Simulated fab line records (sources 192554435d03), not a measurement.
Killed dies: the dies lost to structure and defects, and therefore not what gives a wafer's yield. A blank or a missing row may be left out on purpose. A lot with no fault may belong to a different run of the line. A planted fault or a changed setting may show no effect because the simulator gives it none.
The tool behind it: which one?    flow n5Finfet    7 lots, 21 wafers sampled, at 4 steps of a route of 1938

WHAT THE GAUGES READ, wafer by wafer
N5_BEOL_M8_CD_MEAS_11: target cd 38.5 nm.
lot   measured      on        cdNm (nm)
L969  day 10 01:44  cdSem-01  38.2 38.8 39.0
L974  day 10 19:44  cdSem-02  38.2 38.6 38.1
L976  day 11 06:53  cdSem-01  38.4 38.4 38.5
L982  day 12 19:22  cdSem-01  - - -
L984  day 13 09:28  cdSem-01  38.1 37.8 38.1
L986  day 14 05:56  cdSem-02  38.1 37.3 37.9
L990  day 15 04:07  cdSem-01  38.4 38.2 38.2

WHAT TOOL EACH LOT RAN ON (gives the tool, then ch and the chambers of the sampled wafers, and finally the start)
lot   N5_BEOL_M7_SPUTTER_48        N5_BEOL_M7_DEP_56              N5_BEOL_M8_EXPOSE_08
L969  pvdSputter-02, day 9 21:58   pecvd-04 ch 0,1, day 9 22:52   arfiScanner-03 ch 0, day 10 01:36
L974  pvdSputter-01, day 10 15:41  pecvd-02 ch 0,1, day 10 17:07  arfiScanner-03 ch 0, day 10 19:37
L976  pvdSputter-01, day 11 04:34  pecvd-02 ch 1,2, day 11 05:25  arfiScanner-01 ch 0, day 11 06:45
L982  pvdSputter-03, day 12 16:05  pecvd-02 ch 1,2, day 12 17:10  arfiScanner-03, day 12 19:15
L984  pvdSputter-02, day 13 06:24  pecvd-01 ch 2, day 13 07:55    arfiScanner-01 ch 0, day 13 09:20
L986  pvdSputter-03, day 14 00:06  pecvd-02 ch 0,1, day 14 01:55  arfiScanner-01 ch 0, day 14 05:49
L990  pvdSputter-02, day 15 00:51  pecvd-01 ch 0,2, day 15 01:43  arfiScanner-01 ch 0, day 15 03:59
- N5_BEOL_M7_SPUTTER_48: material Cu, target thk 10 nm, time 1.667 s.
- N5_BEOL_M7_DEP_56: deposits SiCN from 3MS/NH3, target thk 10 nm, time 17.5 s.
- N5_BEOL_M8_EXPOSE_08: exposes mask M8.

THE ANSWER, worked out from the rows above alone
Rule: what is usual is taken from the lots themselves. The widest of any qualifying gaps counts: lots, ordered by their means at a reading, are off when they make up no more than a third of the lots, leave a main group of 4 or more, and stand apart from it by 3 or more times the standard deviation of that group's means. If all means in a main group match to the digits the tables above print for the reading, that group is not used. A lot without any number at a reading at which 4 lots or more have one is off too. The other lots that the step has rows for count as sound.
Off at N5_BEOL_M8_CD_MEAS_11 (cdNm): L982. Without a number there: L982. Main group: mean 38.2 nm, sd 0.29.
If a tool, at a process step before that reading, ran all the lots that are off and no sound lot after the first of them, it fits. Gauges at N5_BEOL_M8_CD_MEAS_11: tried the same way as those tools. One fits: arfiScanner-03 at N5_BEOL_M8_EXPOSE_08. A fault onset in the window from L974 (day 10 19:37, its last sound lot) to L982 (day 12 19:15, its first lot off) fits.

WHAT WAS PUT IN BY THE SIMULATOR
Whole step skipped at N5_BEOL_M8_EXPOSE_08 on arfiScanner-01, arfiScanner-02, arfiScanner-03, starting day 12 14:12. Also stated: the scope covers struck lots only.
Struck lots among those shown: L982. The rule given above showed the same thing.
